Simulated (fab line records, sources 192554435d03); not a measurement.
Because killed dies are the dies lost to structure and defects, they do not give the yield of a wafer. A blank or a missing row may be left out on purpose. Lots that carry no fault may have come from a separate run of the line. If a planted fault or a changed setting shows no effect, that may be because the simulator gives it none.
A lot that was struck, set against a sound lot	flow n5 finfet	17 out of 1938 route steps
Sound: the wafers L955.2, L955.3, L955.6. Struck: wafers L956.4, L956.5. (L956.1 of the same lot was not struck and is left out.) The cause comes at the end.
Per side, at each step with rows, come the tool, then ch with its chambers, and then its first start. Under that, the readings that differ: sound wafers	struck wafers	difference of the means	sigmas: that difference in standard deviations of wafers without a fault.
alike: words and numbers the same on both sides, and readings whose means are apart by under 2 such deviations; not compared: readings that were withheld, readings missing a value for some wafer, numbers with overlapping values and no deviation given by the record, and bounds like >300 which may hide the same value.
The two part at a step that has a row with sigmas, a row that says differs or no value, or rows on one side only. Non-overlapping numbers with no deviation appear without sigmas and do not part them. A reading that every wafer of one side lacks parts them only if that side has two wafers or more.

first, 9 steps without rows for these wafers: N5_BEOL_M4_COAT_05 (resist thk 30 nm); N5_BEOL_M4_EBR_07; N5_BEOL_M4_SOFTBAKE_06 (time 60 s); N5_BEOL_M4_EXPOSE_08 (exposes mask M4); N5_BEOL_M4_PEB_09 (peb time 60 s); N5_BEOL_M4_DEVELOP_10 (develop time 30 s); N5_BEOL_M4_DESCUM_16 (chemistry O2, time 7 s); N5_BEOL_M4_ETCH_74 (etches underlayer in N2/H2, target depth 6.5 nm, time 5.2 s); N5_BEOL_M4_ETCH_63 (etches SiARC in CF4, target depth 15.6 nm, time 26 s).
N5_BEOL_M4_ETCH_64: etches SOC in N2/H2, target depth 75 nm, overetch 22.5 nm, time 121.9 s.
  sound on rie diel-06 ch 0,1, day 8 22:25; struck on rie diel-06 ch 1,3, day 9 04:48
reading	sound	struck	difference	sigmas
model.SiARC_of_BEOL_M4_COAT_62.thk nm (nm)	6.2 6.2 6.2	7.8 8	+1.7	
model.BEOL_M4.cd offset nm (nm)	0.2 0 0.2	-0.8 -0.8	-0.9	
  alike: drypump motor current A, oes product au, rf fwd power W, rf vpp V, showerhead plenum p Torr, throttle valve pct
  not compared: rf hours counter h
then, 3 steps without rows for these wafers: N5_BEOL_M4_STRIP_65 (strips in N2/H2); N5_BEOL_M4_STRIP_75 (strips in N2/H2); N5_BEOL_M4_STRIP_66 (strips in CF4).
N5_BEOL_M4_HM_OPEN_17: chemistry Cl2/BCl3, target TiN, target depth 20 nm, overetch 6 nm.
  sound on rie metal-02 ch 0,1, day 8 22:44; struck on rie metal-01 ch 1, day 9 04:58
reading	sound	struck	difference	sigmas
model.BEOL_M4.cd offset nm (nm)	0.2 0 0.2	-0.4 -0.6	-0.6	
  alike: drypump motor current A, oes product au, rf fwd power W, throttle valve pct
  not compared: rf hours counter h
then, 1 step without rows for these wafers: N5_BEOL_M4_STRIP_19 (strips in O2).
N5_BEOL_M4_RC_MEAS_101:
  sound on prober-02 ch 0, day 9 10:05; struck on prober-02 ch 0, day 9 13:59
reading	sound	struck	difference	sigmas
DIBL_P (mV/V)	36.1 39.3 37.6	32.0 34.1	-4.6	-2
IOFF_N (nA/um)	0.17 0.26 0.19	0.11 0.13	-0.09	-2
IOFF_P (nA/um)	0.23 0.29 0.25	0.16 0.19	-0.08	-2
SS_P (mV/dec)	73.4 74.8 74.4	71.9 72.5	-2.0	-3
VT_N (mV)	249 243 248	255 253	+7	+2
  alike: DIBL_N, ION_N, ION_P, SS_N, VT_P
N5_PASSIVATION_PROBE_49:
  the record holds rows for the sound wafers here (prober-02, day 13 21:55) but none for the struck ones

WHERE THEY PART
First at N5_BEOL_M4_RC_MEAS_101; last, within this record, at N5_PASSIVATION_PROBE_49.

WHY: whatever the simulator had introduced
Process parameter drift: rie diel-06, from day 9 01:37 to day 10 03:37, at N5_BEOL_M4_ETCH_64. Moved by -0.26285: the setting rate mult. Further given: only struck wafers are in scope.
